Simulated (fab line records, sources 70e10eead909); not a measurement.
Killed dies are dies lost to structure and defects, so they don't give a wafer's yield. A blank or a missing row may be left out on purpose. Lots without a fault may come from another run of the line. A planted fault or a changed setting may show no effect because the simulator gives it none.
A struck lot beside a sound one | flow nand_harc | 14 steps out of a route of 1302
Sound: wafers L149.2, L149.3, L149.6. Struck: wafers L144.2, L144.3, L144.5. The cause comes at the end.
At each step with rows: each side's tool, then ch and its chambers, then its first start. Under that, the readings that differ: sound wafers | struck wafers | difference of the means | sigmas: that difference in standard deviations of wafers without a fault.
alike: readings whose means differ by less than 2 such deviations, and words and numbers that are the same on both sides. not compared: withheld readings, readings that some wafer has no value for, bounds like >300 that may hide the same value, and numbers for which the record gives no deviation and whose values overlap.
The two part at a step that has a row with sigmas, a row that says differs or no value, or rows on one side only. Numbers that don't overlap but have no deviation are shown without sigmas and don't part them. A reading that every wafer of one side lacks parts them only if that side has two wafers or more.

first, 7 steps without rows for these wafers: NHARC_A_STAIRCASE_COAT_304; NHARC_A_STAIRCASE_SOFTBAKE_305 (time 170 s); NHARC_A_STAIRCASE_EBR_306; NHARC_A_STAIRCASE_EXPOSE_307 (exposes mask CHOP 50); NHARC_A_STAIRCASE_PEB_308 (peb time 130 s); NHARC_A_STAIRCASE_DEVELOP_309 (time 140 s); NHARC_A_STAIRCASE_HARDBAKE_311 (time 140 s).
NHARC_A_STAIRCASE_DESCUM_312: chemistry O2, time 3 s.
  sound on rie_diel-01 ch 1,2,3, day 25 03:21; struck on rie_diel-07 ch 0,1,3, day 21 16:42
  alike: drypump_motor_current_A, oes_product_au, rf_vpp_V, showerhead_plenum_p_Torr, throttle_valve_pct
  not compared: rf_hours_counter_h
NHARC_A_STAIRCASE_ETCH_313: etches the open film in CF4/CHF3.
  sound on rie_diel-01 ch 1,2,3, day 25 03:26; struck on rie_diel-07 ch 0,1,3, day 21 16:47
  alike: bias_w, cf4_flow_sccm, drypump_motor_current_A, oes_product_au, rf_vpp_V, showerhead_plenum_p_Torr, throttle_valve_pct
  not compared: rf_hours_counter_h
NHARC_A_STAIRCASE_HM_OPEN_463: chemistry O2/COS.
  sound on rie_diel-01 ch 0,2; struck on rie_diel-07 ch 0,2,3
  alike: bias_w, drypump_motor_current_A, oes_product_au, rf_vpp_V, showerhead_plenum_p_Torr, throttle_valve_pct
  not compared: rf_hours_counter_h
then, 1 step without rows for these wafers: NHARC_A_STAIRCASE_STRIP_464 (strips in O2/COS).
NHARC_A_STAIRCASE_ETCH_453: etches the open film in CF4/O2, target depth 30 nm, overetch 3 nm, time 16.5 s.
  sound on rie_diel-01 ch 0,1, day 25 03:58; struck on rie_diel-07 ch 0,1,2, day 21 17:14
  no value came back on the struck wafers for any of 7 readings (bias_w (W), cf4_flow_sccm (sccm) and others); on the sound wafers bias_w (W) reads 100.0 99.6 100.3
  not compared: rf_hours_counter_h
NHARC_A_STAIRCASE_ETCH_315: etches the open film in C4F8/O2/Ar, target depth 2500 nm, time 607.1 s.
  sound on rie_diel-01 ch 1,2; struck on rie_diel-07 ch 0,2,3
  alike: bias_w, chamber_pressure_mTorr, oes_product_au, rf_vpp_V
  not compared: rf_hours_counter_h
-- the record jumps here: 8 days lie between the struck wafers' starts before and after (it left off in module A_STAIRCASE and takes up again in module END, whose first step shown is number 1302 of the route) --
NHARC_END_SORT_01:
  sound on prober-01 ch 0, day 32 13:58; struck on prober-01 ch 0, day 29 08:49
  reading         | sound    | struck   | difference | sigmas
  killed_at_array | 70 81 88 | 26 27 22 | -55        | -3
  killed_dies     | 73 84 90 | 29 30 24 | -55        | -3
  alike: killed_at_other, killed_at_periphery, killed_open, killed_short

WHERE THEY PART
First at NHARC_A_STAIRCASE_ETCH_453; last, within this record, at NHARC_END_SORT_01.

WHY: what the simulator had put in
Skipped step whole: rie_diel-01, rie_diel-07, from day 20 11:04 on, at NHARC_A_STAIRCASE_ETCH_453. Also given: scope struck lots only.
